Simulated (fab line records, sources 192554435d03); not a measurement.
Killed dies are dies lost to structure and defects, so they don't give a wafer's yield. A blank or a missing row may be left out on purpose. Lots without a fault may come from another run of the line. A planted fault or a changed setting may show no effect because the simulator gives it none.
Chamber matching | flow n5_finfet | N5_STI_FIN_REVEAL_STRIP_24 on rie_diel-01: 4 sister chambers
The step strips in N2/H2, time 90 s. 18 wafers are shown with their chamber, then 9 later ones without.

WAFERS WITH THEIR CHAMBER
wafer  | chamber | showerhead_plenum_p_Torr (Torr) | throttle_valve_pct (%) | drypump_motor_current_A (A)
L079.1 | 1       | 3.59                            | 11.80                  | 5.6
L079.3 | 2       | 3.49                            | 12.53                  | 5.1
L079.5 | 3       | 3.55                            | 12.13                  | 6.2
L080.2 | 0       | 3.25                            | 12.36                  | 5.7
L080.5 | 3       | 3.54                            | 12.15                  | 6.3
L080.6 | 2       | 3.49                            | 12.55                  | 5.0
L086.3 | 3       | 3.54                            | 12.17                  | 6.3
L086.4 | 0       | 3.24                            | 12.39                  | 5.6
L086.5 | 2       | 3.48                            | 12.57                  | 5.1
L087.1 | 3       | 3.54                            | 12.18                  | 6.2
L087.4 | 0       | 3.24                            | 12.38                  | 5.7
L087.5 | 0       | 3.24                            | 12.39                  | 5.7
L089.1 | 1       | 3.58                            | 11.85                  | 5.6
L089.2 | 3       | 3.53                            | 12.19                  | 6.2
L089.4 | 2       | 3.48                            | 12.60                  | 5.0
L090.1 | 3       | 3.53                            | 12.19                  | 6.2
L090.2 | 0       | 3.24                            | 12.39                  | 5.7
L090.3 | 2       | 3.47                            | 12.60                  | 5.0

SIGNATURES (means of the wafers above)
reading                  | chamber 0 | chamber 1 | chamber 2 | chamber 3 | scatter within a chamber
showerhead_plenum_p_Torr | 3.2420    | 3.5850    | 3.4820    | 3.5383    | 0.00704
throttle_valve_pct       | 12.3820   | 11.8250   | 12.5700   | 12.1683   | 0.0248
drypump_motor_current_A  | 5.680     | 5.600     | 5.040     | 6.233     | 0.0488
Rule: a wafer's distance from a chamber is the root of the sum, over the readings, of the square of ((its reading less the chamber's mean) divided by the reading's scatter). The wafer belongs to the nearest chamber; if the next one is less than 2 further off, it can't be placed. The scatter: the root of (the sum of the squares of (reading less its chamber's mean) over the shown wafers, divided by (wafers less chambers)).

WAFERS WITHOUT THEIR CHAMBER
wafer  | showerhead_plenum_p_Torr (Torr) | throttle_valve_pct (%) | drypump_motor_current_A (A)
L093.1 | 3.23                            | 12.45                  | 5.7
L093.4 | 3.57                            | 11.87                  | 5.6
L093.6 | 3.53                            | 12.20                  | 6.2
L094.1 | 3.47                            | 12.61                  | 5.0
L094.2 | 3.53                            | 12.22                  | 6.2
L094.3 | 3.57                            | 11.88                  | 5.6
L096.1 | 3.23                            | 12.44                  | 5.7
L096.3 | 3.57                            | 11.91                  | 5.6
L096.4 | 3.47                            | 12.62                  | 5.1

WHICH CHAMBER EACH WENT THROUGH
wafer  | from the rows above | in truth
L093.1 | 0                   | 0
L093.4 | 1                   | 1
L093.6 | 3                   | 3
L094.1 | 2                   | 2
L094.2 | 3                   | 3
L094.3 | 1                   | 1
L096.1 | 0                   | 0
L096.3 | 1                   | 1
L096.4 | 2                   | 2
Placed correctly: 9 of 9. Can't be placed from these rows: 0. Placed wrongly: 0.
